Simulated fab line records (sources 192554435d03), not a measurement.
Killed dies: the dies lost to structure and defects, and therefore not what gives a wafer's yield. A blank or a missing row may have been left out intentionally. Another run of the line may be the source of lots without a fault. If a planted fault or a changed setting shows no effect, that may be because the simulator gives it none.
Matching of chambers | flow n5 finfet | N5_HKMG_FIN_ALD_91 on ald metal-01: 4 sister chambers
The step deposits TiN, target thk 1 nm, pulse time 1 s, purge time 3 s. 18 wafers are shown with their chamber, then 9 later ones without.

## WAFERS PAIRED WITH THEIR CHAMBERS
wafer  | chamber | heater power w (W) | chamber pressure Torr (Torr) | precursor pulse height rel
L076.2 | 1       | 885                | 3.007                        | 1.031
L076.3 | 3       | 828                | 3.003                        | 0.993
L076.5 | 3       | 820                | 3.004                        | 1.025
L086.1 | 0       | 855                | 3.013                        | 1.017
L086.4 | 3       | 808                | 2.999                        | 0.992
L086.5 | 0       | 868                | 3.005                        | 1.002
L088.1 | 3       | 836                | 3.001                        | 1.011
L088.4 | 1       | 879                | 2.991                        | 0.971
L088.6 | 0       | 825                | 2.988                        | 1.006
L090.1 | 2       | 1022               | 3.009                        | 0.997
L090.5 | 3       | 825                | 3.007                        | 0.979
L090.6 | 2       | 986                | 3.000                        | 1.008
L092.2 | 2       | 1017               | 3.012                        | 0.990
L092.4 | 0       | 846                | 2.996                        | 1.010
L092.5 | 0       | 844                | 2.996                        | 0.991
L094.2 | 2       | 983                | 3.010                        | 0.999
L094.4 | 1       | 876                | 3.001                        | 1.012
L094.5 | 2       | 996                | 3.011                        | 1.005

SIGNATURES, as means of the wafers listed above
reading                    | chamber 0 | chamber 1 | chamber 2 | chamber 3 | scatter within a chamber
heater power w             | 847.60    | 880.00    | 1000.80   | 823.40    | 14
chamber pressure Torr      | 2.99960   | 2.99967   | 3.00840   | 3.00280   | 0.00671
precursor pulse height rel | 1.00520   | 1.00467   | 0.99980   | 1.00000   | 0.0164
Rule: a wafer's distance from a chamber is the root of the sum, over the readings, of the square of ((its reading less the chamber's mean) divided by the reading's scatter). If the next closest chamber is less than 2 further off than the closest, the wafer can't be placed; otherwise it belongs to the closest. How the scatter is found: for the shown wafers, subtract from each reading the mean of its chamber, square and add these, divide the total by (wafers less chambers), then take the root.

## WAFERS WHOSE CHAMBER IS MISSING
wafer  | heater power w (W) | chamber pressure Torr (Torr) | precursor pulse height rel
L095.1 | 1016               | 2.993                        | 1.006
L095.3 | 837                | 3.017                        | 0.973
L095.6 | 1001               | 2.995                        | 0.994
L096.2 | 984                | 2.999                        | 1.012
L096.4 | 825                | 2.988                        | 0.990
L096.6 | 824                | 2.998                        | 1.029
L097.1 | 999                | 3.000                        | 1.008
L097.2 | 828                | 3.007                        | 0.973
L097.5 | 1005               | 2.998                        | 1.002

## CHAMBER TAKEN BY EACH
wafer  | from the rows above          | in truth
L095.1 | 2                            | 2
L095.3 | can't be placed: 3 or 0 or 1 | 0
L095.6 | 2                            | 2
L096.2 | 2                            | 2
L096.4 | can't be placed: 3 or 0      | 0
L096.6 | can't be placed: 3 or 0      | 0
L097.1 | 2                            | 2
L097.2 | can't be placed: 3 or 0      | 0
L097.5 | 2                            | 2
Placed correctly: 5 of 9. Unplaceable from these rows: 4, with the true chamber sitting among the candidates in 4. 0 placed wrongly.
